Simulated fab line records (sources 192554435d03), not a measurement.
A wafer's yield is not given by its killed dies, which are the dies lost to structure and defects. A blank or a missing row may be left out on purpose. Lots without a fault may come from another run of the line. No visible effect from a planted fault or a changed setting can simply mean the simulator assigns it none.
fab line records ; flow n5-finfet
record: lots: 5; wafers: 15; last-day: 17
route steps=1938 shown WELL_APT@21 PMOS_HMC_CHANNEL_EPI@57 BEOL_M4@1111 PASSIVATION@1936
lots untouched by any fault: they come from a run of this same line in which no faults occurred
start-h: the number of hours between the record's first day and the start of the first shown wafer of the lot ; wait-h: hours since the lot's step before ; " identical to the entry in the row above ; L1.1+2: a row that stands for several wafers ; - either no value or no given start ; * or withheld: withheld ; < > ~ a bound
route shown NAME@n: names a module that has steps shown in the file, with the first one's number in the route ; usual: the fault-free wafers' mean and standard deviation ; same: alike in all rows ; chamber/n: place in a boat ; sites: the reading at each site ; _std_site: standard deviation of those values ; _edge_site: outer sites' mean less inner sites' ; radius-mm: how far each site lies from the wafer's centre ; mask NAME#n: copy n ; behind: tool/chamber where the wafer was last shaped ; hold: the reason the lot was held/the length of the hold in hours/how it ended ; device: names the non-switching transistor (n, p or np) ; end of line: tests of these same wafers at the route's end ; a step without rows: its recipe alone ; killed: dies lost to structure and defects at the first sort, not the wafer's yield ; map: dies across one wafer; x = killed, . = not, _ = none there
set.NAME: the run value of the setting; set.NAME@STEP: its run value at that earlier step ; model.NAME: the simulator's own value behind a step, which no gauge read
lots at some steps of the route; a table a step, a row a wafer
services: the hour from which a tool's chamber was out of use, counted from the record's first day as start-h (under 0 if before that day), plus the number of hours and why
== steps ==
step: N5_WELL_APT_COAT_02
recipe: spin-rpm: 1357; resist-thk-nm: 950
step: N5_WELL_APT_EBR_04
recipe: solvent: PGMEA; ebr-width-mm: 1.5
step: N5_WELL_APT_SOFTBAKE_03
recipe: temp-c: 130; time-s: 60
step: N5_WELL_APT_EXPOSE_05
recipe: mask-id: NWELL; na: 0.8; source-shape: conventional; sigma-outer: 0.8; polarization: unpolarized; defocus-nm: 0; target-cd-nm: 200; dose-mj: 20.3
step: N5_WELL_APT_PEB_06
recipe: peb-temp-c: 130; peb-time-s: 90
step: N5_WELL_APT_DEVELOP_07
recipe: develop-time-s: 45; rinse-liquid: surfactant-rinse; dry: air-spin; dev-temp-c: 21
step: N5_WELL_APT_HARDBAKE_12
recipe: temp-c: 130; time-s: 120
step: N5_WELL_APT_DESCUM_13
recipe: chemistry: O2; time-s: 7.9; source-power-w: 50; bias-power-w: 20; pressure-mtorr: 20; rf-frequency-hz: 2.712e+07; temp-c: 40; o2-flow-sccm: 225
step: N5_WELL_APT_IMPLANT_14
recipe: species: P; energy-kev: 160; dose-cm2: 1.5e+13; tilt-deg: 0; rotation-deg: 0
step: N5_WELL_APT_IMPLANT_15
recipe: species: As; energy-kev: 25; dose-cm2: 1.5e+13; tilt-deg: 0; rotation-deg: 0
usual: dose-ions-cm2: 1.4996e+13/1.4e+10; faraday-current-uA: 191/3.5
lot.wafer;tool;chamber;start-h;wait-h;dose-ions-cm2;faraday-current-uA
L320.2;implanter-01;0;44.08;0.1;1.5001e+13;193
L320.3;implanter-01;0;44.08;0.1;1.4983e+13;186
L320.4;implanter-01;0;44.08;0.1;1.5002e+13;188
L332.3;implanter-01;0;116.36;0.1;9.349e+12;120
L332.5;implanter-01;0;116.36;0.1;9.342e+12;115
L332.6;implanter-01;0;116.36;0.1;9.35e+12;123
L334.1;implanter-01;0;127.93;0.1;9.361e+12;123
L334.2;implanter-01;0;127.93;0.1;9.354e+12;118
L334.6;implanter-01;0;127.93;0.1;9.351e+12;121
L335.1;implanter-02;0;134.17;0.1;1.5004e+13;196
L335.4;implanter-02;0;134.17;0.1;1.4994e+13;189
L335.6;implanter-02;0;134.17;0.1;1.4983e+13;196
L336.1;implanter-01;0;139.99;0.1;9.362e+12;123
L336.2;implanter-01;0;139.99;0.1;9.337e+12;115
L336.3;implanter-01;0;139.99;0.1;9.379e+12;118
step: N5_WELL_APT_STRIP_16
recipe: chemistry: SPM; time-s: 900; temp-c: 130; h2so4-h2o2-vol-ratio: 4; dry: ipa-marangoni
step: N5_WELL_APT_HMDS_18
recipe: time-s: 60; temp-c: 120
step: N5_WELL_APT_COAT_19
recipe: spin-rpm: 1357; resist-thk-nm: 950
step: N5_WELL_APT_EBR_21
recipe: solvent: PGMEA; ebr-width-mm: 1.5
step: N5_WELL_APT_SOFTBAKE_20
recipe: temp-c: 130; time-s: 60
step: N5_WELL_APT_EXPOSE_22
recipe: mask-id: PWELL; na: 0.8; source-shape: conventional; sigma-outer: 0.8; polarization: unpolarized; defocus-nm: 0; target-cd-nm: 200; dose-mj: 23.2
step: N5_WELL_APT_PEB_23
recipe: peb-temp-c: 130; peb-time-s: 90
step: N5_WELL_APT_DEVELOP_24
recipe: develop-time-s: 45; rinse-liquid: surfactant-rinse; dry: air-spin; dev-temp-c: 21
step: N5_WELL_APT_HARDBAKE_29
recipe: temp-c: 130; time-s: 120
step: N5_WELL_APT_DESCUM_30
recipe: chemistry: O2; time-s: 7.9; source-power-w: 50; bias-power-w: 20; pressure-mtorr: 20; rf-frequency-hz: 2.712e+07; temp-c: 40; o2-flow-sccm: 225
step: N5_WELL_APT_IMPLANT_31
recipe: species: B; energy-kev: 60; dose-cm2: 1.5e+13; tilt-deg: 0; rotation-deg: 0
step: N5_WELL_APT_IMPLANT_32
recipe: species: BF2; energy-kev: 50; dose-cm2: 2e+13; tilt-deg: 0; rotation-deg: 0
step: N5_WELL_APT_STRIP_33
recipe: chemistry: SPM; time-s: 900; temp-c: 130; h2so4-h2o2-vol-ratio: 4; dry: ipa-marangoni
step: N5_WELL_APT_RTA_34
recipe: temp-c: 1000; time-s: 10; ambient: N2; idle-temp-c: 600; ramp-up-c-per-s: 150; ramp-down-c-per-s: 60; cool-to-c: 600
step: N5_WELL_APT_OXIDE_STRIP_42
recipe: chemistry: dHF; dilution: 25:1; time-s: 45; temp-c: 25; target: SiO2; target-depth-a: 120
step: N5_WELL_APT_PRECLEAN_36
recipe: chemistry: O3/DIW; time-s: 45; temp-c: 22; o3-ppm: 10
step: N5_WELL_APT_PRECLEAN_39
recipe: chemistry: dHF; time-s: 60; dilution: 150:1; temp-c: 25
step: N5_WELL_APT_SRD_37
recipe: dry: ipa-marangoni; do-ppb: 5; time-s: 30; temp-c: 23; rinse-liquid: diw
step: N5_WELL_APT_EPI_41
recipe: material: Si; target-thk-a: 500; temp-c: 650; precursor: SiH4/H2; pressure-torr: 20; time-s: 297.7
step: N5_PMOS_HMC_CHANNEL_EPI_HM_DEP_34
recipe: material: SiO2; target-thk-a: 360; temp-c: 400; precursor: TEOS/O2; pressure-torr: 6.5; rf-w: 900; teos-flow-sccm: 161.4; gas: O2; flow-sccm: 2650; time-s: 6.9
step: N5_PMOS_HMC_CHANNEL_EPI_COAT_31
recipe: resist: BARC; temp-c: 205; time-s: 60; spin-rpm: 1500; resist-thk-nm: 66
step: N5_PMOS_HMC_CHANNEL_EPI_COAT_03
recipe: resist: CAR-ArF-block; spin-rpm: 1500; resist-thk-nm: 205
step: N5_PMOS_HMC_CHANNEL_EPI_EBR_05
recipe: solvent: PGMEA; ebr-width-mm: 1.5
step: N5_PMOS_HMC_CHANNEL_EPI_SOFTBAKE_04
recipe: temp-c: 110; time-s: 60; resist: CAR-ArF-block
step: N5_PMOS_HMC_CHANNEL_EPI_EXPOSE_06
recipe: mask-id: PMOS_HMC_BLK; na: 1.35; source-shape: conventional; sigma-outer: 0.8; polarization: unpolarized; target-cd-nm: 240; dose-mj: 41
step: N5_BEOL_M4_RC_MEAS_101
usual: CJ_P: 5.78/0.18; DIBL_N: 36.3/1.6; DIBL_P: 36.2/2; IOFF_N: 0.160/0.028; IOFF_P: 0.21/0.036; ION_N: 677/11; ION_P: 465/6.9; SS_N: 71.5/0.55; SS_P: 73.3/0.64; VT_N: 250/3; VT_P: -250/3.5
lot.wafer;tool;chamber;start-h;wait-h;CJ_P;DIBL_N[mV/V];DIBL_P[mV/V];IOFF_N[nA/um];IOFF_P[nA/um];ION_N[uA/um];ION_P[uA/um];SS_N[mV/dec];SS_P[mV/dec];VT_N[mV];VT_P[mV]
L320.2;prober-02;0;202.88;0.2;5.59;39.6;38.5;0.186;0.26;680;468;71.5;73.9;247;-247
L320.3;prober-02;0;202.88;0.2;5.92;40.0;39.4;0.186;0.27;678;469;72.4;74.2;247;-246
L320.4;prober-02;0;202.88;0.2;5.80;40.5;39.6;0.221;0.27;694;471;71.8;73.8;245;-244
L334.1;prober-02;0;280.36;0.0;4.53;36.3;34.9;0.156;0.22;676;463;70.8;73.1;248;-249
L334.2;prober-02;0;280.36;0.0;4.88;37.4;37.6;0.188;0.27;697;481;71.3;73.7;245;-245
L334.6;prober-02;0;280.36;0.0;4.54;36.3;35.6;0.151;0.23;674;469;71.3;73.3;249;-248
L335.1;prober-01;0;300.08;0.0;5.47;34.1;33.0;0.138;0.19;678;467;70.6;73.1;250;-252
L335.4;prober-01;0;300.08;0.0;5.34;34.9;32.7;0.140;0.18;689;464;71.3;73.0;252;-251
L335.6;prober-01;0;300.08;0.0;5.31;36.4;35.2;0.176;0.21;700;466;71.7;73.6;249;-250
L336.1;prober-02;0;300.11;0.0;4.35;33.7;34.1;0.133;0.19;688;478;71.1;72.8;251;-251
L336.2;prober-02;0;300.11;0.0;4.58;36.8;37.7;0.173;0.24;677;473;71.3;73.5;249;-247
L336.3;prober-02;0;300.11;0.0;4.63;34.6;34.7;0.139;0.20;677;475;70.7;72.7;251;-249
step: N5_PASSIVATION_PROBE_49
usual: defect-limited-yield: 91.2/1.5; killed_at_M0_to_M3: 36/10; killed_at_M4_up: 13/6; killed-at-contacts: 11/5.2; killed-at-front-end: 40/11; killed-at-other: 3.1/2.9; killed-dies: 104/17; killed-open: 66/12; killed-short: 34/7.7; sort_bin_5_function: 5.1/0.91; sort_bin_6_memory: 3.2/0.67; sort-n-pass: 1076/17; sort-yield-pct: 91.2/1.5
same: gross-dies: 1180; killed-at-back-side: 0; sort_bin_4_leakage[%]: 0; sort_bin_8_speed[%]: 0
lot.wafer;tool;chamber;start-h;wait-h;defect-limited-yield[%];killed_at_M0_to_M3;killed_at_M4_up;killed-at-contacts;killed-at-front-end;killed-at-other;killed-dies;killed-open;killed-short;sort_bin_5_function[%];sort_bin_6_memory[%];sort-n-pass;sort-yield-pct[%]
L336.3;prober-02;-;403.12;0.1;89.5;41;34;8;40;1;124;82;32;5.9;3.6;1056;89.5
killed by level:class
L336.3 BEOL_M4:geometric-particle:open=17 BEOL_M3:geometric-particle:open=10 HKMG_FIN:area-etch=10 FIN_SAQP:geometric-particle:open=9 BEOL_M0_SAQP:geometric-particle:short=9 BEOL_M0_SAQP:geometric-particle:open=8 BEOL_M2:geometric-particle:open=6 MOL_CONTACT_COAG:geometric-particle:open=6
== services ==
tool;chamber;start-h;hours;kind
implanter-01;-;32.78;0.7;repair
implanter-01;-;121.97;5.5;pm
implanter-01;-;129.35;6.7;repair
== key ==
first-sign: step: N5_WELL_APT_IMPLANT_15; reading: dose-ions-cm2; direction: down; sigmas: 99+; usual: 1.4996e+13; struck: 9.354e+12
effect: step: N5_WELL_APT_IMPLANT_15; reading: faraday-current-uA; direction: down; sigmas: 20; usual: 191; struck: 120
effect: step: N5_BEOL_M4_RC_MEAS_101; reading: CJ_P; direction: down; sigmas: 6.5; usual: 5.78; struck: 4.58
met-at N5_WELL_APT_IMPLANT_15
struck-wafers L332.3,L332.5,L332.6,L334.1,L334.2,L334.6,L336.1,L336.2,L336.3
rows-end L332.3,L332.5,L332.6
baseline-loss: step: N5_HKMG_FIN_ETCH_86; wafers: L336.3
onset-between 44.08 116.36
fault: kind: process-parameter-drift; tool: implanter-01; chamber: -; onset-h: 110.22; steps: N5_WELL_APT_IMPLANT_15; channel: dose-cm2; offset: -5.6449e+12; shape: step; acts-in: these-recipes-only; stated: 1.5e+13
rows-end: these wafers met a further fault down the route, and their rows from its step on are left out
baseline-loss: these wafers lose ten dies or more at that step, a loss of the line's own and not of a fault; the sort's usual values leave them out
